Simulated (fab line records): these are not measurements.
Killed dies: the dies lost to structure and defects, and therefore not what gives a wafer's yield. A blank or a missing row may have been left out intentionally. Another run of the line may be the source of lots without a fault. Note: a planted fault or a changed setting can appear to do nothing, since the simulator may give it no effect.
3 desks looking at one fault -- flow nand_harc -- each desk has only its own numbers; what lay behind them comes last

== TOOL OWNER'S DESK, rie_diel-11 ==
The tool's own readings at NHARC_A_CONTACT_ETCH_78 (etches the open film in O2/COS, target depth 2800 nm, time 728 s): means of the sampled wafers that have a number, for each lot that ran on this tool. A lot is out of limits, marked OUT, if its mean lies more than 4 standard deviations from the usual mean; the brackets give that distance. It has 8 readings, of which 7 appear: the earliest out of limits, and the ones furthest out on some lot.
Columns: A = chamber_pressure_mTorr at NHARC_A_CONTACT_ETCH_78, usual 20.000 mTorr; B = cos_flow_sccm at NHARC_A_CONTACT_ETCH_78, usual 20.00 sccm; C = drypump_motor_current_A at NHARC_A_CONTACT_ETCH_78, usual 5.6 A; D = oes_product_au at NHARC_A_CONTACT_ETCH_78, usual 0.998 a.u.; E = rf_vpp_V at NHARC_A_CONTACT_ETCH_78, usual 314.4 V; F = run_length_s at NHARC_A_CONTACT_ETCH_78, usual 749.2 s; G = throttle_valve_pct at NHARC_A_CONTACT_ETCH_78, usual 28.330 %
lot,first seen here,A,B,C,D,E,F,G
L142,day 17 08:47,20.009,19.99,5.4,0.994,314.0,749.2,28.328
L159,day 21 00:38,20.014,19.96,5.5,1.000,314.6,679.7 (-99 or more) OUT,28.331
L161,day 22 05:07,20.013,20.01,5.4,1.002,314.2,679.3 (-99 or more) OUT,28.324
Finding of this desk: L159, L161 out of limits; the first was L159 at day 21 00:38, on run_length_s at NHARC_A_CONTACT_ETCH_78. Within limits: L142.

== FROM THE METROLOGY DESK ==
Means of the sampled wafers that have a number, per lot and without regard to the tool the lot ran on: this is what the gauges read. A lot is out of limits, marked OUT, if its mean lies more than 4 standard deviations from the usual mean; the brackets give that distance.
Columns: A = cd_nm at NHARC_A_CONTACT_CD_MEAS_69, usual 199.8 nm; B = overlay_x_nm at NHARC_A_CONTACT_OVL_MEAS_70, usual -0.2 nm; C = overlay_y_nm at NHARC_A_CONTACT_OVL_MEAS_70, usual 0.1 nm
lot,first seen here,A,B,C
L140,day 17 04:29,199.7,-0.6,0.5
L142,day 17 07:58,200.2,-1.5,-0.1
L159,day 20 23:51,199.7,-0.3,-0.9
L158,day 21 02:01,199.8,0.6,-0.2
L161,day 22 04:11,198.9,0.5,-1.5
L163,day 22 06:16,199.9,-0.8,-0.2
Result from this desk: across the 6 lots, nothing is out of limits.

== THE DEFECT DESK ==
Inspection counts along the route, by lot: the mean over sampled wafers that carry a number. A lot is out of limits, marked OUT, if its mean lies more than 4 standard deviations from the usual mean; the brackets give that distance.
Columns: A = raw_defect_count at NHARC_A_CONTACT_INSPECT_71, usual 26
lot,first seen here,A
L140,day 17 04:36,22
L142,day 17 08:05,5
L159,day 20 23:58,54
L158,day 21 02:08,54
L161,day 22 04:19,32
L163,day 22 06:24,23
Result from this desk: across the 6 lots, nothing is out of limits.

== BROUGHT TOGETHER ==
On L159, L161, at day 21 00:38, an alarm was possible from the tool owner's desk.
From the metrology desk's view, nothing was out of limits.
No out-of-limits result turned up at the defect desk.
The metrology desk holds a record of L159, L161, inside its limits.
The defect desk has L159, L161 on record, within its limits.
NHARC_A_CONTACT_ETCH_78 was run on rie_diel-11 by each of the lots named.

== WHAT THE SIMULATOR HAD INSERTED ==
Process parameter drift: rie_diel-11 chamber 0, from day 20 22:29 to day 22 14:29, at NHARC_A_CONTACT_ETCH_78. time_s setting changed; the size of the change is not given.
Struck lots among those shown: L159, L161.
How many hours passed from the start of the fault until each desk's first out-of-limits reading: the tool owner's desk, 2.
